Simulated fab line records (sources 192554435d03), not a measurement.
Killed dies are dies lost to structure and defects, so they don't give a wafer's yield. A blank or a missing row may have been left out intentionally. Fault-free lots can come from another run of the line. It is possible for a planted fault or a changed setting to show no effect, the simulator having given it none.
Which tool was responsible? ; flow n5Finfet ; 9 lots with 25 wafers sampled at 5 steps, on a route of 1938 steps

## WHAT THE GAUGES READ, wafer by wafer
N5_BEOL_M1_CD_MEAS_18: pitch 36 nm, target cd 18 nm. Usual: 18.0 nm for cdNm, sd 0.34.
lot;measured;on;cdNm (nm);flag
L534;day 7 08:19;cdSem-02;18.5 18.0 18.2;
L536;day 7 23:48;cdSem-01;18.5 18.1 17.9;
L539;day 8 12:35;cdSem-02;18.4 18.3 18.6;
L540;day 8 17:34;cdSem-03;18.0 17.4;
L541;day 9 04:47;cdSem-02;18.1 17.9;
L547;day 11 03:52;cdSem-01;18.3 18.6 18.6;
L549;day 11 08:00;cdSem-02;18.7 18.2 18.1;
L551;day 11 20:02;cdSem-03;17.3 17.9 18.0;
L552;day 11 20:17;cdSem-02;17.8 18.0 17.7;

N5_BEOL_M4_RC_MEAS_101. Usual: DIBL_N 36.2 mV/V, standard deviation 1.6; DIBL_P 36.5 mV/V, standard deviation 1.9; IOFF_N 0.158 nA/um, standard deviation 0.027; IOFF_P 0.21 nA/um, standard deviation 0.038; ION_N 675 uA/um, standard deviation 12; ION_P 464 uA/um, standard deviation 8.9; SS_N 71.5 mV/dec, standard deviation 0.61; SS_P 73.4 mV/dec, standard deviation 0.59; VT_N 250.4 mV, standard deviation 3; VT_P -250 mV, standard deviation 3.6.
lot;measured;on;DIBL_N (mV/V);DIBL_P (mV/V);IOFF_N (nA/um);IOFF_P (nA/um);ION_N (uA/um);ION_P (uA/um);SS_N (mV/dec);SS_P (mV/dec);VT_N (mV);VT_P (mV);flag
L534;day 9 00:47;prober-02;37.8 37.4 35.7;36.5 37.5 34.7;0.156 0.165 0.122;0.20 0.21 0.17;672 676 653;455 462 452;70.3 71.3 70.5;73.7 73.5 72.9;252.7 248.5 254.3;-250 -248 -253;
L536;day 9 19:01;prober-01;34.9 34.2 36.7;34.8 34.6 37.9;0.129 0.121 0.165;0.20 0.19 0.25;673 665 685;465 461 474;71.5 71.3 72.1;73.4 72.7 73.2;255.7 254.4 248.9;-249 -251 -245;
L539;day 10 01:27;prober-01;35.0 35.1 34.2;35.7 35.6 33.3;0.139 0.144 0.128;0.19 0.20 0.17;672 683 671;468 468 462;71.4 71.3 70.5;73.3 72.9 73.1;252.1 252.2 254.2;-252 -251 -252;
L540;day 10 11:28;prober-01;36.1 34.9;36.1 35.8;0.162 0.142;0.20 0.19;683 671;463 463;71.3 70.5;73.5 73.5;247.1 251.0;-251 -250;
L541;day 11 11:46;prober-02;34.4 37.1;33.6 37.9;0.128 0.175;0.15 0.22;658 672;446 456;70.3 71.5;72.3 74.1;251.3 248.8;-258 -250;
L547;day 12 17:14;prober-01;35.9 37.0 38.6;35.2 37.2 40.1;0.144 0.162 0.212;0.20 0.23 0.30;699 691 705;475 467 488;71.7 71.6 72.1;73.5 74.1 74.0;248.9 248.4 245.7;-250 -251 -242;
L549;day 13 19:52;prober-02;38.4 37.6 37.1;36.8 36.5 35.7;0.179 0.163 0.161;0.26 0.25 0.22;673 666 658;468 467 457;72.1 72.0 72.8;73.3 74.1 73.2;249.6 249.4 253.0;-247 -247 -247;
L551;day 14 08:34;prober-02;35.0 34.2 32.9;34.8 34.5 33.3;0.149 0.141 0.116;0.22 0.22 0.19;664 686 666;463 482 469;71.1 70.4 71.3;72.8 73.0 73.1;250.4 249.9 252.7;-248 -248 -251;
L552;day 14 01:01;prober-01;38.4 36.2 36.0;38.9 36.3 35.3;0.223 0.157 0.158;0.30 0.23 0.21;690 666 675;478 461 461;73.0 71.9 71.6;74.6 73.7 72.9;246.9 252.2 252.8;-245 -248 -252;

## WHICH TOOL RAN EACH LOT (tool, then ch and the chambers of the sampled wafers, then the start)
lot;N5_BEOL_M1_ETCH_64;N5_BEOL_M1_ETCH_69;N5_BEOL_M1_ALD_98
L534;rieDiel-06 ch 0,1,3, day 7 07:58;rieDiel-06 ch 1,2,3, day 7 08:48;aldSin-03 ch 0,1,3, day 7 08:53
L536;rieDiel-06 ch 0,2, day 7 23:27;rieDiel-03 ch 0,3, day 8 00:26;aldSin-03 ch 1,2,3, day 8 00:31
L539;rieDiel-06 ch 0,2,3, day 8 12:14;rieDiel-06 ch 1,3, day 8 13:13;aldSin-03 ch 1,2, day 8 13:17
L540;rieDiel-03 ch 2,3, day 8 17:13;rieDiel-01 ch 1,3, day 8 18:10;aldSin-03 ch 0,1, day 8 19:20
L541;rieDiel-03 ch 2,3, day 9 04:26;rieDiel-01 ch 0,1, day 9 05:25;aldSin-03 ch 1,3, day 9 05:36
L547;rieDiel-01 ch 1,2,3, day 11 03:31;rieDiel-03 ch 0,1,2, day 11 04:22;aldSin-04 ch 1,2,3, day 11 04:27
L549;rieDiel-01 ch 1,2,3, day 11 07:34;rieDiel-06 ch 2,3, day 11 08:29;aldSin-04 ch 0,1, day 11 09:10
L551;rieDiel-03 ch 0,3, day 11 19:32;rieDiel-01 ch 0,2,3, day 11 20:37;aldSin-04 ch 1,3, day 11 20:42
L552;rieDiel-01 ch 0,1, day 11 19:53;rieDiel-01 ch 0,3, day 11 20:47;aldSin-02 ch 0,1,3, day 11 20:52
- N5_BEOL_M1_ETCH_64: etches SOC in N2/H2, target depth 75 nm, overetch 15 nm, time 112.5 s.
- N5_BEOL_M1_ETCH_69: etches SiARC in CF4, target depth 15.6 nm, time 26 s.
- N5_BEOL_M1_ALD_98: deposits SiO2, target thk 2.5 nm, pulse time 1 s, co reactant pulse time 1 s.

## AS READ BY THE TOOLS THEMSELVES (means over the sampled wafers that have a number; for cases with no such wafer, the mark the record gives instead)
N5_BEOL_M1_ETCH_64. Usual: drypumpMotorCurrentA 5.7 A, standard deviation 0.55; oesProductAu 0.62 a.u., standard deviation 0.073; rfVppV 524.2 V, standard deviation 2.3; showerheadPlenumPTorr 2.56 Torr, standard deviation 0.074; throttleValvePct 17.80 %, standard deviation 0.2.
lot;tool;drypumpMotorCurrentA (A);oesProductAu (a.u.);rfVppV (V);showerheadPlenumPTorr (Torr);throttleValvePct (%);flag
L534;rieDiel-06;5.7;0.61;524.1;2.53;17.75;
L536;rieDiel-06;5.4;0.68;521.8;2.46;17.58;
L539;rieDiel-06;5.7;0.65;524.1;2.52;17.66;
L540;rieDiel-03;6.0;0.55;523.5;2.56;17.98;
L541;rieDiel-03;6.0;0.55;524.0;2.56;17.97;
L547;rieDiel-01;5.6;0.59;523.5;2.53;17.89;
L549;rieDiel-01;5.6;0.58;524.4;2.53;17.90;
L551;rieDiel-03;5.8;0.61;524.9;2.62;17.93;
L552;rieDiel-01;5.0;0.56;525.5;2.59;17.92;

N5_BEOL_M1_ETCH_69. Usual: cf4FlowSccm 100.03 sccm (standard deviation 0.3); drypumpMotorCurrentA 5.6 A (standard deviation 0.56); etchRfOnTimeS 26.1 s (standard deviation 0.6); oesProductAu 0.67 a.u. (standard deviation 0.07); rfVppV 184.0 V (standard deviation 1.1); showerheadPlenumPTorr 2.14 Torr (standard deviation 0.064); throttleValvePct 15.59 % (standard deviation 0.27).
lot;tool;cf4FlowSccm (sccm);drypumpMotorCurrentA (A);etchRfOnTimeS (s);oesProductAu (a.u.);rfVppV (V);showerheadPlenumPTorr (Torr);throttleValvePct (%);flag
L534;rieDiel-06;99.66;5.2;26.1;0.70;183.4;2.15;15.42;
L536;rieDiel-03;99.82;6.1;26.5;0.58;184.6;2.19;15.64;
L539;rieDiel-06;99.77;5.3;26.2;0.64;183.9;2.16;15.65;
L540;rieDiel-01;99.62;5.3;26.8;0.61;184.1;2.12;15.68;
L541;rieDiel-01;100.03;5.0;25.9;0.62;184.6;2.17;15.79;
L547;rieDiel-03;100.27;6.3;25.9;0.79;184.4;2.15;15.30;
L549;rieDiel-06;99.97;5.2;25.8;0.72;183.8;2.14;15.28;
L551;rieDiel-01;99.92;5.7;25.6;0.64;184.0;2.12;15.80;
L552;rieDiel-01;100.29;5.4;25.9;0.63;183.4;2.10;15.89;

N5_BEOL_M1_ALD_98. Usual: heaterPowerOuterW 38 W, standard deviation 4.3; heaterPowerW 74 W, standard deviation 7.7; precursorPulseHeightRel 1.001, standard deviation 0.021.
lot;tool;heaterPowerOuterW (W);heaterPowerW (W);precursorPulseHeightRel;flag
L534;aldSin-03;39;78;0.981;
L536;aldSin-03;40;75;1.023;
L539;aldSin-03;40;77;1.013;
L540;aldSin-03;40;80;0.990;
L541;aldSin-03;38;72;0.990;
L547;aldSin-04;37;74;1.002;
L549;aldSin-04;34;66;0.997;
L551;aldSin-04;38;76;0.999;
L552;aldSin-02;35;71;1.017;

## THE ANSWER, worked out from the rows above alone
Rule: a lot is off if the mean of its wafers that have a number lies more than 3 standard deviations from the usual mean. A lot without any number at a reading at which 4 lots or more have one is off too. The other lots that the step has rows for count as sound. Order of review: gauges by route order, followed by the tools' own readings, for which a lot's mean as printed above is used. The first step at which some lot is off is used, and at that step the reading that is off furthest; a lot without a number counts as furthest.
No lot is off on any of the readings shown, so nothing can be concluded from this.

## WHAT WAS PUT IN BY THE SIMULATOR
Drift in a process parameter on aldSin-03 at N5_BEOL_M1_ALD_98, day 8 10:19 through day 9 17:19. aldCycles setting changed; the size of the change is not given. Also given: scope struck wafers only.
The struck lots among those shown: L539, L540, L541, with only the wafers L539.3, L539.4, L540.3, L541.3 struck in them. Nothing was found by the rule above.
